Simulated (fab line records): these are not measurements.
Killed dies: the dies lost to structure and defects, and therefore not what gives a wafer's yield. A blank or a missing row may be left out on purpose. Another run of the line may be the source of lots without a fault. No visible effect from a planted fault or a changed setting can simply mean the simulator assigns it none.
Which of the tools did it? -- flow n5Finfet -- Sampling: 9 lots, 25 wafers, 2 of 1938 route steps

WHAT THE GAUGES SHOWED, per wafer
N5_BEOL_M1_RS_MEAS_58: measures by four-point-probe.
lot,measured,on,M1_RS (ohm/sq)
L220,day 7 03:05,filmMetro-02,0.684 0.704 0.686
L222,day 8 01:27,filmMetro-01,0.660 0.603 0.624
L223,day 8 03:10,filmMetro-02,0.634 0.665 0.647
L224,day 8 05:48,filmMetro-02,0.639 0.625 0.620
L228,day 9 13:49,filmMetro-02,0.681 0.696
L229,day 9 22:52,filmMetro-02,0.737 0.677
L235,day 11 11:24,filmMetro-02,0.681 0.661 0.653
L234,day 12 12:33,filmMetro-02,0.759 0.673 0.686
L240,day 12 21:02,filmMetro-01,0.648 0.640 0.638

EACH LOT AND THE TOOL THAT RAN IT (in order: tool; ch and the chambers of the sampled wafers; start)
lot,N5_BEOL_M1_ANNEAL_95
L220,"pvdSputter-01, day 7 01:53"
L222,"pvdSputter-02, day 8 00:15"
L223,"pvdSputter-03, day 8 01:56"
L224,"pvdSputter-02, day 8 04:37"
L228,"pvdSputter-03, day 9 12:37"
L229,"pvdSputter-02, day 9 21:35"
L235,"pvdSputter-02, day 11 10:11"
L234,"pvdSputter-03, day 12 11:22"
L240,"pvdSputter-03, day 12 19:48"
- N5_BEOL_M1_ANNEAL_95: time 240 s.

THE ANSWER, worked out from the rows above alone
Rule: usual is defined by the lots themselves. The widest of any qualifying gaps counts: lots, ordered by their means at a reading, are off when they make up no more than a third of the lots, leave a main group of 4 or more, and stand apart from it by 3 or more times the standard deviation of that group's means. The tables above print the reading to a certain number of digits; a main group whose means all agree to those digits is not used. Also off: a lot with no number at a reading for which 4 or more lots have one. The other lots that the step has rows for count as sound.
None of the lots is off at any reading shown; this tells nothing.

WHAT WAS PUT IN BY THE SIMULATOR
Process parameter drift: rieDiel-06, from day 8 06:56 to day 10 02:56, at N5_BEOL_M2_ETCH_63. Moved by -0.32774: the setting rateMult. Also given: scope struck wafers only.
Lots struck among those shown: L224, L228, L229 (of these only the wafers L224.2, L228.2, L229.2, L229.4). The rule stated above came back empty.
